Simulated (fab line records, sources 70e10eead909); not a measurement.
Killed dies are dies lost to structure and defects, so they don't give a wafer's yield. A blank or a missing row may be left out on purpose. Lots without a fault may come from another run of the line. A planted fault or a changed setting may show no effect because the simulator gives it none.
fab line records | flow nand_harc
record lots=11 wafers=33 last_day=25
route steps=1159 shown A_SLIT@793 A_SIN_REMOVE@808 END@1159
lots that met no fault: from a run of the same line without faults
start_h: hours from the record's first day to the start of the lot's first wafer shown | wait_h: hours since the lot's step before | " the same as in the row above | L1.1+2: a row that stands for several wafers | - no value, or no start given | * or withheld: withheld | < > ~ a bound
route shown NAME@n: a module of which the file shows steps, and the number in the route of the first | usual: mean/standard deviation of fault-free wafers | same: alike in all rows | chamber/n: place in a boat | sites: the reading at each site | _std_site: their standard deviation | _edge_site: outer sites' mean less inner sites' | radius_mm: how far each site lies from the wafer's centre | mask NAME#n: copy n | behind: the tool/chamber that last shaped the wafer | hold: why the lot was held/for how many hours/how that ended | device: the transistor (n, p or np) that didn't switch | end of line: the same wafers' tests at the end of the route | a step without rows: its recipe alone | killed: dies lost to structure and defects at the first sort, not the wafer's yield | map: a wafer's dies, x killed, . not, _ none there
set.NAME: the setting as run; set.NAME@STEP: as run at that earlier step | model.NAME: the simulator's own value behind a step, which no gauge read
steps of the route over a sample of lots; a table a step, a row a wafer
services: from which hour (start_h, from the record's first day; less than 0 if before it) a tool's chamber was out of use, for how many hours, and why
## steps
# step NHARC_A_SLIT_DESCUM_14
# recipe time_s=3 o2_flow_sccm=200 ar_flow_sccm=0 bias_power_w=0 chemistry=O2
# usual drypump_motor_current_A=5.6/0.41 mfc_ar_sccm=0.012/0.011 oes_product_au=1.001/0.015 rf_vpp_V=57.7/0.83 showerhead_plenum_p_Torr=1.92/0.076 throttle_valve_pct=11.311/0.0097
# same bias_power_w=0
# columns lot.wafer tool chamber start_h wait_h drypump_motor_current_A mfc_ar_sccm oes_product_au rf_hours_counter_h rf_vpp_V showerhead_plenum_p_Torr throttle_valve_pct
L134.2 rie_diel-07 2 330.83 0.1 6.5 0.017 1.009 6 56.9 1.86 11.319
L134.3 " 1 " " 5.5 0.019 1.018 7 57.4 1.90 11.308
L134.6 " 2 " " 6.5 0.017 1.014 - 59.2 1.86 11.301
L135.1 rie_diel-09 0 337.32 0.1 5.2 0 1.014 5 57.7 1.84 11.306
L135.3 " 2 " " 5.9 0.003 0.978 6 56.9 2.01 11.299
L135.5 " 1 " " 5.3 0.001 1.003 - 59.6 2.00 11.326
L137.4 rie_diel-09 2 369.83 0.1 5.9 0.003 0.981 9 57.4 2.00 11.307
L137.5 " 3 " " 5.2 0.035 1.020 - 57.7 2.03 11.309
L137.6 " 0 " " 5.2 0 1.006 - 57.6 1.84 11.313
L139.1 rie_diel-08 1 370.13 0.1 5.9 0 1.016 3 57.7 1.86 11.321
L139.4 " 2 " " 5.8 0.004 0.983 - 57.6 1.78 11.315
L139.5 " 3 " " 5.3 0.011 1.013 - 58.6 1.95 11.326
L141.3 rie_diel-07 1 371.44 0.1 5.5 0.019 1.010 10 57.5 1.90 11.293
L141.4 " 0 " " 5.7 0.028 0.972 - 57.7 1.92 11.311
L141.6 " 1 " " 5.5 0.019 1.000 - 58.3 1.90 11.329
L143.3 rie_diel-07 1 393.92 0.1 5.5 0.019 1.010 12 58.4 1.90 11.302
L143.2 " 2 " " 6.4 0.017 0.997 11 58.1 1.86 11.306
L143.5 " 1 " " 5.5 0.019 1.010 - 56.6 1.90 11.308
L144.4 rie_diel-07 0 395.42 0.1 5.6 0.028 0.974 - 57.2 1.92 11.297
L144.5 " 1 " " 5.5 0.019 1.007 - 58.3 1.90 11.327
L144.6 " 2 " " 6.5 0.017 1.011 - 57.4 1.86 11.308
L148.4 rie_diel-07 0 419.06 0.1 5.7 0.028 0.996 0 58.0 1.92 11.324
L148.6 " 1 " " 5.5 0.019 1.004 - 57.3 1.90 11.315
L148.5 " 2 " " 6.5 0.017 1.014 - 58.3 1.86 11.307
L149.4 rie_diel-09 2 426.63 0.1 5.9 0.003 0.981 12 56.0 2.00 11.324
L149.3 " 3 " " 5.2 0.035 1.011 12 57.7 2.03 11.306
L149.6 " 1 " " 5.2 0.001 1.013 - 58.9 2.00 11.326
L154.3 rie_diel-07 0 459.67 0.1 5.7 0.028 1.006 4 57.6 1.92 11.314
L154.1 " 3 " " 5.5 0.005 0.991 3 58.3 2.02 11.314
L154.6 " 2 " " 6.5 0.017 1.016 - 58.1 1.86 11.306
L153.2 rie_diel-07 0 467.20 0.1 5.7 0.028 0.999 5 57.8 1.92 11.319
L153.1 " 2 " " 6.4 0.017 1.014 5 57.6 1.86 11.309
L153.4 " 0 " " 5.7 0.028 1.001 - 57.2 1.92 11.317
# step NHARC_A_SLIT_ETCH_24
# recipe target_depth_a=1210 time_s=60.5 cf4_flow_sccm=100 chf3_flow_sccm=30 ar_flow_sccm=0 rf_w=500 bias_w=200 chemistry=CF4/CHF3
# usual drypump_motor_current_A=5.6/0.39 mfc_ar_sccm=0.013/0.011 oes_product_au=0.958/0.021 rf_vpp_V=370.9/2.1 showerhead_plenum_p_Torr=1.58/0.058 throttle_valve_pct=16.801/0.0088
# columns lot.wafer tool chamber start_h wait_h drypump_motor_current_A mfc_ar_sccm oes_product_au rf_hours_counter_h rf_vpp_V showerhead_plenum_p_Torr throttle_valve_pct
L134.3 rie_diel-07 1 330.93 0.1 5.5 0.019 0.988 7 370.5 1.56 16.797
L134.2 " 2 " " 6.4 0.017 0.973 6 368.0 1.53 16.800
L134.6 " 3 " " 5.5 0.005 0.961 - 373.4 1.66 16.807
L135.3 rie_diel-09 2 337.41 0.1 5.9 0.003 0.910 6 372.5 1.64 16.807
L135.1 " 0 " " 5.2 0 0.922 5 367.7 1.52 16.810
L135.5 " 2 " " 5.9 0.003 0.913 - 373.3 1.64 16.805
L137.4 rie_diel-09 2 369.89 0.1 5.9 0.003 0.961 9 372.2 1.64 16.796
L137.6 " 2 " " 5.9 0.003 0.956 - 373.1 1.64 16.800
L137.5 " 3 " " 5.2 0.035 0.974 - 372.8 1.66 16.795
L139.1 rie_diel-08 1 370.24 0.1 5.9 0 0.973 3 368.4 1.53 16.800
L139.4 " 1 " " 5.9 0 0.963 - 368.2 1.53 16.803
L139.5 " 2 " " 5.8 0.004 0.947 - 367.0 1.47 16.800
L141.3 rie_diel-07 0 371.54 0.1 5.7 0.028 0.919 10 370.3 1.58 16.792
L141.4 " 1 " " 5.5 0.019 0.966 - 370.3 1.56 16.785
L141.6 " 2 " " 6.5 0.017 0.968 - 370.6 1.53 16.806
L143.2 rie_diel-07 2 394.02 0.1 6.5 0.017 0.969 11 370.4 1.53 16.799
L143.3 " 1 " " 5.5 0.019 0.972 12 368.8 1.56 16.793
L143.5 " 1 " " 5.5 0.019 0.956 - 371.6 1.56 16.808
L144.5 rie_diel-07 2 395.52 0.1 6.4 0.017 0.931 - 371.0 1.53 16.817
L144.4 " 0 " " 5.6 0.028 0.899 - 369.6 1.58 16.797
L144.6 " 1 " " 5.5 0.019 0.931 - 370.2 1.56 16.792
L148.6 rie_diel-07 0 419.15 0.1 5.7 0.028 0.982 - 371.1 1.58 16.801
L148.5 " 1 " " 5.5 0.019 0.979 - 370.5 1.56 16.794
L148.4 " 2 " " 6.4 0.017 0.983 - 368.4 1.53 16.799
L149.3 rie_diel-09 1 426.70 0.1 5.2 0.001 0.923 12 373.1 1.64 16.809
L149.4 " 0 " " 5.2 0 0.929 12 368.6 1.51 16.805
L149.6 " 1 " " 5.3 0.001 0.930 - 373.6 1.64 16.789
L154.3 rie_diel-07 3 459.77 0.1 5.5 0.005 0.946 3 372.4 1.66 16.788
L154.1 " 2 " " 6.4 0.017 0.979 4 368.5 1.53 16.806
L154.6 " 0 " " 5.7 0.028 0.972 - 370.5 1.58 16.780
L153.1 rie_diel-07 3 467.30 0.1 5.5 0.005 0.929 4 373.6 1.66 16.809
L153.2 " 0 " " 5.7 0.028 0.955 5 372.3 1.58 16.820
L153.4 " 2 " " 6.5 0.017 0.944 - 367.8 1.53 16.776
# step NHARC_A_SLIT_ETCH_29
# recipe target_depth_a=1000 overetch_a=100 time_s=55 ion_energy_ev=100 cf4_flow_sccm=80 o2_flow_sccm=20 ar_flow_sccm=0 rf_w=300 bias_w=100 chemistry=CF4/O2
# usual drypump_motor_current_A=5.6/0.38 mfc_ar_sccm=0.012/0.011 oes_ar_750_au=0.999/0.0046 oes_f_703_au=1.001/0.0044 oes_product_au=0.999/0.016 rf_vpp_V=198.0/1.3 showerhead_plenum_p_Torr=1.34/0.054 throttle_valve_pct=13.398/0.0085
# columns lot.wafer tool chamber start_h wait_h drypump_motor_current_A mfc_ar_sccm oes_ar_750_au oes_f_703_au oes_product_au rf_hours_counter_h rf_vpp_V showerhead_plenum_p_Torr throttle_valve_pct
L134.2 rie_diel-08 2 334.84 0.1 5.7 0.004 0.995 1.007 0.981 1 195.9 1.25 13.389
L134.3 " 3 " " 5.3 0.011 0.997 1.004 1.003 1 197.4 1.36 13.409
L134.6 " 2 " " 5.7 0.004 0.993 1.003 0.977 - 194.8 1.25 13.391
L135.1 rie_diel-09 3 340.24 0.1 5.2 0.035 1.001 1.002 1.017 6 200.3 1.41 13.401
L135.3 " 0 " " 5.2 0 1.001 1.008 1.017 5 196.4 1.29 13.397
L135.5 " 2 " " 5.9 0.003 1.001 0.994 0.976 - 199.8 1.40 13.400
L137.4 rie_diel-09 1 372.69 0.1 5.3 0.001 1.004 1.008 1.019 8 199.0 1.40 13.395
L137.5 " 1 " " 5.2 0.001 1.002 0.998 1.017 - 199.2 1.40 13.407
L137.6 " 2 " " 5.9 0.003 1.002 0.995 0.976 - 198.9 1.40 13.398
L139.1 rie_diel-07 0 373.18 0.1 5.6 0.028 1.000 1.006 0.964 11 197.8 1.34 13.394
L139.5 " 1 " " 5.5 0.019 0.994 0.991 1.010 - 196.9 1.33 13.399
L139.4 " 2 " " 6.5 0.017 0.994 1.010 1.000 - 196.9 1.30 13.400
L141.4 rie_diel-09 0 374.47 0.1 5.2 0 0.995 1.002 1.010 8 197.1 1.28 13.409
L141.3 " 1 " " 5.3 0.001 0.995 0.999 1.030 8 199.4 1.40 13.405
L141.6 " 3 " " 5.2 0.035 0.994 1.004 1.019 - 199.6 1.41 13.389
L143.2 rie_diel-07 1 396.97 0.1 5.5 0.019 0.998 1.001 1.014 13 197.6 1.32 13.409
L143.3 " 0 " " 5.7 0.028 1.001 1.001 0.969 13 199.9 1.34 13.400
L143.5 " 0 " " 5.7 0.028 0.997 1.005 0.975 - 198.2 1.34 13.387
L144.4 rie_diel-09 0 398.43 0.1 5.2 0 0.989 1.003 1.006 10 196.7 1.28 13.390
L144.6 " 2 " " 5.9 0.003 0.996 1.003 0.979 - 199.5 1.40 13.389
L144.5 " 3 " " 5.2 0.035 0.994 0.998 1.013 - 199.6 1.41 13.377
L148.4 rie_diel-09 1 422.04 0.1 5.3 0.001 0.994 1.008 1.029 12 198.6 1.40 13.385
L148.5 " 2 " " 5.9 0.003 1.008 1.004 0.997 - 199.2 1.40 13.384
L148.6 " 3 " " 5.2 0.035 1.003 0.998 1.022 - 199.8 1.41 13.408
L149.3 rie_diel-09 1 429.50 0.1 5.2 0.001 0.996 1.007 1.015 13 197.9 1.39 13.417
L149.4 " 2 " " 5.9 0.003 0.991 1.005 0.980 13 200.0 1.40 13.396
L149.6 " 2 " " 5.8 0.003 0.997 1.000 0.999 - 198.7 1.40 13.394
L154.3 rie_diel-08 2 463.19 0.1 5.8 0.004 1.002 0.998 0.985 9 195.4 1.24 13.393
L154.1 " 3 " " 5.3 0.011 0.993 1.002 1.000 9 199.7 1.36 13.394
L154.6 " 2 " " 5.8 0.004 0.994 1.009 0.982 - 195.8 1.24 13.393
L153.1 rie_diel-07 3 470.22 0.1 5.5 0.005 1.016 1.005 0.983 4 199.0 1.41 13.399
L153.4 " 1 " " 5.5 0.019 1.004 1.004 1.023 4 198.4 1.32 13.397
L153.2 " 2 " " 6.4 0.017 1.006 1.002 1.009 5 196.5 1.30 13.411
# step NHARC_A_SLIT_CD_MEAS_21
# usual cd_nm=289.8/1.1
# columns lot.wafer tool chamber start_h wait_h cd_nm
L134.2 cd_sem-03 - 335.39 - 290.7
L134.3 " - " " 288.5
L134.6 " - " " 290.7
L135.1 cd_sem-03 - 340.77 - 291.2
L135.3 " - " " 289.5
L135.5 " - " " 289.8
L137.4 cd_sem-01 - 373.23 - 290.1
L137.5 " - " " 289.1
L137.6 " - " " 291.2
L139.1 cd_sem-02 - 373.76 - 289.9
L139.4 " - " " 288.8
L139.5 " - " " 289.8
L141.3 cd_sem-03 - 375.01 - 289.5
L141.4 " - " " 291.2
L141.6 " - " " 291.4
L143.2 cd_sem-02 - 397.57 - 290.1
L143.3 " - " " 289.7
L143.5 " - " " 289.4
L144.4 cd_sem-03 - 398.97 - 288.9
L144.5 " - " " 290.0
L144.6 " - " " 289.3
L148.4 cd_sem-01 - 422.57 - 288.4
L148.5 " - " " 290.3
L148.6 " - " " 290.6
L149.3 cd_sem-02 - 430.07 0.1 289.4
L149.4 " - " " 290.1
L149.6 " - " " 290.3
L154.1 cd_sem-03 - 463.73 - 290.0
L154.3 " - " " 290.9
L154.6 " - " " 291.8
L153.1 cd_sem-03 - 470.76 - 291.0
L153.2 " - " " 290.1
L153.4 " - " " 289.9
# step NHARC_A_SIN_REMOVE_INSPECT_04
# usual raw_defect_count=300/78
# columns lot.wafer tool chamber start_h wait_h raw_defect_count
L134.2 defect_inspect-02 - 341.44 0.0 205
L134.3 " - " " 204
L134.6 " - " " 246
L135.1 defect_inspect-01 - 348.43 0.0 444
L135.3 " - " " 254
L135.5 " - " " 331
L141.3 defect_inspect-02 - 380.84 0.0 301
L141.4 " - " " 314
L141.6 " - " " 291
L137.4 defect_inspect-01 - 380.84 0.0 200
L137.5 " - " " 216
L137.6 " - " " 254
L139.1 defect_inspect-01 - 380.85 0.0 250
L139.4 " - " " 214
L139.5 " - " " 297
L143.2 defect_inspect-02 - 404.83 0.0 262
L143.3 " - " " 240
L143.5 " - " " 284
L144.4 defect_inspect-02 - 404.85 0.0 611
L144.5 " - " " 702
L144.6 " - " " 595
L148.4 defect_inspect-02 - 430.21 0.1 535
L148.5 " - " " 567
L148.6 " - " " 558
L149.3 defect_inspect-01 - 437.03 0.0 510
L149.4 " - " " 462
L149.6 " - " " 547
L154.1 defect_inspect-02 - 471.48 0.1 278
L154.3 " - " " 305
L154.6 " - " " 408
L153.1 defect_inspect-02 - 478.11 0.0 280
L153.2 " - " " 460
L153.4 " - " " 401
# step NHARC_END_SORT_01
# recipe temp_c=25
# usual killed_at_array=26/9.7 killed_at_other=1.0/1.2 killed_at_periphery=3.9/2.6 killed_dies=31/9.7 killed_open=3.2/1.8 killed_short=2.0/1.3
# same gross_dies=677
# columns lot.wafer tool chamber start_h wait_h killed_at_array killed_at_other killed_at_periphery killed_dies killed_open killed_short
L144.4 prober-01 0 514.34 3.4 102 0 5 107 2 2
L144.5 prober-01 0 515.15 3.7 98 0 7 105 0 0
L144.6 prober-01 0 515.96 4.1 68 0 6 74 5 1
L148.4 prober-02 0 544.65 3.4 87 1 6 94 3 4
L148.5 prober-02 0 545.46 3.7 43 0 3 46 1 2
L148.6 prober-02 0 546.26 4.0 90 0 9 99 9 2
L149.3 prober-02 0 551.65 3.1 84 0 7 91 2 2
L149.4 prober-02 0 552.45 3.4 47 0 3 50 1 1
L149.6 prober-02 0 554.04 4.0 55 0 6 61 4 1
# killed by level:class
L144.4 A_SLIT:unspecified=75 A_CHANNEL_HOLE_D1:chamber_film_flake=9 A_CONTACT:chamber_film_flake=7 A_STAIRCASE:chamber_film_flake=6 P_ZERO_WELL:chamber_film_flake=3 A_M0:geometric_particle:open=2 P_STI:chamber_film_flake=2 A_CHANNEL_FILL_D1:geometric_particle:short=1
L144.5 A_SLIT:unspecified=68 A_CHANNEL_HOLE_D1:chamber_film_flake=15 A_STAIRCASE:chamber_film_flake=7 A_CONTACT:chamber_film_flake=7 P_CONTACT:chamber_film_flake=4 P_ZERO_WELL:chamber_film_flake=1 P_STI:chamber_film_flake=1 P_GATE:chamber_film_flake=1
L144.6 A_SLIT:unspecified=35 A_CHANNEL_HOLE_D1:chamber_film_flake=14 A_STAIRCASE:chamber_film_flake=8 A_CONTACT:chamber_film_flake=4 P_ZERO_WELL:chamber_film_flake=3 A_CONTACT:geometric_particle:open=2 P_M0:geometric_particle:open=1 P_M1:geometric_particle:short=1
L148.4 A_SLIT:unspecified=71 P_M2:chamber_film_flake=4 A_CHANNEL_HOLE_D1:chamber_film_flake=3 A_STAIRCASE:chamber_film_flake=3 A_WL_FILL:chamber_film_flake=2 A_CONTACT:chamber_film_flake=2 P_CONTACT:geometric_particle:short=1 P_M0:geometric_particle:short=1
L148.5 A_SLIT:unspecified=33 A_CHANNEL_HOLE_D1:chamber_film_flake=5 P_GATE:chamber_film_flake=2 P_M1:geometric_particle:open=1 A_ONON_D1:geometric_particle:short=1 A_CHANNEL_HOLE_D1:geometric_particle:short=1 A_STAIRCASE:chamber_film_flake=1 A_SLIT:chamber_film_flake=1
L148.6 A_SLIT:unspecified=72 P_M2:chamber_film_flake=8 A_CONTACT:geometric_particle:open=3 A_CHANNEL_HOLE_D1:chamber_film_flake=3 A_SLIT:chamber_film_flake=3 A_BLC:geometric_particle:open=2 P_CONTACT:geometric_particle:open=1 A_CHANNEL_FILL_D1:geometric_particle:short=1
L149.3 A_SLIT:unspecified=70 P_GATE:chamber_film_flake=4 A_CONTACT:chamber_film_flake=4 A_CHANNEL_HOLE_D1:chamber_film_flake=3 A_STAIRCASE:chamber_film_flake=2 A_M1:chamber_film_flake=2 P_CONTACT:geometric_particle:short=1 P_CONTACT:geometric_particle:open=1
L149.4 A_SLIT:unspecified=33 A_CONTACT:chamber_film_flake=7 P_GATE:chamber_film_flake=3 A_CHANNEL_HOLE_D1:chamber_film_flake=2 A_STAIRCASE:chamber_film_flake=2 A_M0:geometric_particle:open=1 A_M0:geometric_particle:short=1 A_CHANNEL_FILL_D1:chamber_film_flake=1
L149.6 A_SLIT:unspecified=37 A_CHANNEL_HOLE_D1:chamber_film_flake=8 P_GATE:chamber_film_flake=4 A_STAIRCASE:chamber_film_flake=4 A_CONTACT:chamber_film_flake=3 P_STI:geometric_particle:open=1 P_GATE:geometric_particle:open=1 A_SGD_CUT:geometric_particle:short=1
## services
# columns tool chamber start_h hours kind
rie_diel-07 0 310.70 - clean
rie_diel-07 1 310.70 - clean
rie_diel-07 2 310.70 - clean
rie_diel-07 3 310.70 - clean
rie_diel-07 0 335.20 - clean
rie_diel-07 1 335.20 - clean
rie_diel-07 2 335.20 - clean
rie_diel-07 3 335.20 - clean
rie_diel-07 2 339.48 2.4 repair
rie_diel-07 3 356.19 50.8 repair
rie_diel-07 0 359.70 - clean
rie_diel-07 1 359.70 - clean
rie_diel-07 2 359.70 - clean
rie_diel-08 0 368.33 14.2 repair
rie_diel-07 0 384.30 - clean
rie_diel-07 1 384.30 - clean
rie_diel-07 2 384.30 - clean
rie_diel-08 0 392.51 9.5 repair
rie_diel-07 0 405.25 9.0 vent_cycle
rie_diel-07 1 405.25 9.0 vent_cycle
rie_diel-09 - 408.99 0.4 repair
rie_diel-07 0 414.25 - clean
rie_diel-09 - 431.31 9.0 pm
rie_diel-07 1 452.39 15.5 repair
## key
first_sign step=NHARC_A_SIN_REMOVE_INSPECT_04 reading=raw_defect_count direction=up sigmas=3.4 usual=300 struck=565
effect step=NHARC_END_SORT_01 reading=killed_dies direction=up sigmas=5.2 usual=31 struck=81
more_kills_born_at NHARC_A_SLIT_ETCH_29@rie_diel-09=493
met_at NHARC_A_SLIT_ETCH_29
struck_lots L144,L148,L149
tester_left_out L144,L148,L149
not_acting_at NHARC_A_SLIT_DESCUM_14,NHARC_A_SLIT_ETCH_24,NHARC_A_SLIT_CD_MEAS_21
onset_between 374.47 398.43
fault kind=chamber_particle_source tool=rie_diel-09 chamber=- onset_h=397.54 steps=NHARC_A_SLIT_ETCH_29 rate_per_visit_cm2=0.43781 end_h=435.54
# tester_left_out: of these lots the tester's yield and bins aren't shown, on N5 and GAA mostly nor the transistor test; their killed dies are dies lost to structure and defects alone, not to doping, threshold or leakage, so they don't give the yield
